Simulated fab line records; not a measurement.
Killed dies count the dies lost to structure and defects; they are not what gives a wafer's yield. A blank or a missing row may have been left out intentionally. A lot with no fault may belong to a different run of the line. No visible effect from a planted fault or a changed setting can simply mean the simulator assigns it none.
Chamber matching | flow nand-harc | NHARC_A_CONTACT_DESCUM_13 on rie-diel-03 has 4 sister chambers
The step chemistry O2, time 3 s. 7 wafers are shown with their chamber, then 8 later ones without.

WAFERS, EACH WITH ITS CHAMBER
wafer  | chamber | showerhead-plenum-p-Torr (Torr) | drypump-motor-current-A (A)
L087.5 | 1       | 2.06                            | 6.2
L091.5 | 1       | 2.05                            | 6.2
L091.6 | 0       | 1.84                            | 6.1
L094.2 | 2       | 1.79                            | 6.0
L094.3 | 0       | 1.83                            | 6.2
L094.5 | 2       | 1.79                            | 6.0
L093.1 | 3       | 1.99                            | 5.9

WAFERS MISSING THEIR CHAMBER
wafer  | showerhead-plenum-p-Torr (Torr) | drypump-motor-current-A (A)
L093.3 | 1.79                            | 6.0
L093.4 | 1.83                            | 6.2
L093.2 | 2.05                            | 6.2
L093.5 | 1.99                            | 5.9
L093.6 | 1.79                            | 6.0
L097.2 | 2.05                            | 6.2
L097.3 | 1.83                            | 6.2
L097.4 | 1.98                            | 5.9

CHAMBER TAKEN BY EACH
wafer  | from the rows above | in truth
L093.3 | 2                   | 2
L093.4 | 0                   | 0
L093.2 | 1                   | 1
L093.5 | 3                   | 3
L093.6 | 2                   | 2
L097.2 | 1                   | 1
L097.3 | 0                   | 0
L097.4 | 3                   | 3
Correctly placed: 8 of 8. Left unplaced by these rows: 0. Wrongly placed: 0.
How it was worked out, from the rows above alone: a wafer's distance from a chamber is the root of the sum, over the readings, of the square of ((its reading less the chamber's mean) divided by the reading's scatter). The wafer belongs to the nearest chamber; if the next one is less than 2 further off, it can't be placed. Each chamber's mean is taken over the wafers shown for it. The scatter: take each reading less its chamber's mean, square it, sum over the shown wafers, divide by the number of wafers less the number of chambers, and take the root.
